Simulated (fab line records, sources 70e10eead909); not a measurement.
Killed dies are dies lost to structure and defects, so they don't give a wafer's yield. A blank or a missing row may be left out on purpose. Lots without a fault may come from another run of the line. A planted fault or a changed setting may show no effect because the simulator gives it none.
Chamber matching | flow nand_harc | NHARC_A_STAIRCASE_TRIM_20 on rie_diel-01: 4 sister chambers
The step chemistry O2, time 211.2 s. 7 wafers are shown with their chamber, then 7 later ones without.

WAFERS WITH THEIR CHAMBER
wafer  | chamber | showerhead_plenum_p_Torr (Torr) | oes_product_au (a.u.)
L081.2 | 1       | 3.77                            | 0.993
L081.4 | 0       | 3.44                            | 0.994
L082.6 | 0       | 3.44                            | 1.000
L083.2 | 2       | 3.56                            | 0.982
L083.6 | 3       | 3.37                            | 1.011
L084.4 | 2       | 3.56                            | 0.989
L084.5 | 3       | 3.36                            | 1.012

WAFERS WITHOUT THEIR CHAMBER
wafer  | showerhead_plenum_p_Torr (Torr) | oes_product_au (a.u.)
L084.6 | 3.44                            | 0.990
L086.2 | 3.36                            | 1.001
L086.5 | 3.36                            | 0.999
L086.6 | 3.44                            | 0.984
L097.1 | 3.53                            | 0.995
L097.3 | 3.73                            | 1.002
L097.6 | 3.53                            | 1.001

WHICH CHAMBER EACH WENT THROUGH
wafer  | from the rows above | in truth
L084.6 | 0                   | 0
L086.2 | 3                   | 3
L086.5 | 3                   | 3
L086.6 | 0                   | 0
L097.1 | 2                   | 2
L097.3 | 1                   | 1
L097.6 | 2                   | 2
Placed correctly: 7 of 7. Can't be placed from these rows: 0. Placed wrongly: 0.
How it was worked out, from the rows above alone: a wafer's distance from a chamber is the root of the sum, over the readings, of the square of ((its reading less the chamber's mean) divided by the reading's scatter). The wafer belongs to the nearest chamber; if the next one is less than 2 further off, it can't be placed. A chamber's mean is the mean of its shown wafers. The scatter: the root of (the sum of the squares of (reading less its chamber's mean) over the shown wafers, divided by (wafers less chambers)).
